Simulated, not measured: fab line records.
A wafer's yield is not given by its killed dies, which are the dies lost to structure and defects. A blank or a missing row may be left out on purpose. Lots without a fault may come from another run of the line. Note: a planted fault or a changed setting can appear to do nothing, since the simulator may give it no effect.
Matching of chambers ; flow n5_finfet ; N5_BEOL_M9_ETCH_66 on rie_diel-02 has 4 sister chambers
The step etches SOC in N2/H2, target depth 80 nm, overetch 16 nm, time 120 s. 8 wafers are shown with their chamber, then 7 later ones without.

## WAFERS WITH THEIR CHAMBER
wafer;chamber;showerhead_plenum_p_Torr (Torr);throttle_valve_pct (%)
L077.5;3;2.56;17.96
L077.6;2;2.62;18.06
L083.1;2;2.62;18.06
L087.2;0;2.46;17.75
L087.4;1;2.49;18.15
L087.6;1;2.49;18.12
L092.1;0;2.45;17.78
L092.4;3;2.55;17.99

## WAFERS WHOSE CHAMBER IS MISSING
wafer;showerhead_plenum_p_Torr (Torr);throttle_valve_pct (%)
L092.5;2.49;18.14
L094.1;2.48;18.15
L094.2;2.45;17.77
L094.5;2.61;18.13
L096.1;2.48;18.17
L096.4;2.61;18.10
L096.5;2.48;18.14

## EACH ONE'S CHAMBER
wafer;from the rows above;in truth
L092.5;1;1
L094.1;1;1
L094.2;0;0
L094.5;2;2
L096.1;1;1
L096.4;2;2
L096.5;1;1
7 of 7 placed correctly. Left unplaced by these rows: 0. Wrongly placed: 0.
How it was worked out, from the rows above alone: a wafer's distance from a chamber is the root of the sum, over the readings, of the square of ((its reading less the chamber's mean) divided by the reading's scatter). The wafer belongs to the nearest chamber; if the next one is less than 2 further off, it can't be placed. A chamber's mean is the mean of its shown wafers. The scatter: the root of (the sum of the squares of (reading less its chamber's mean) over the shown wafers, divided by (wafers less chambers)).
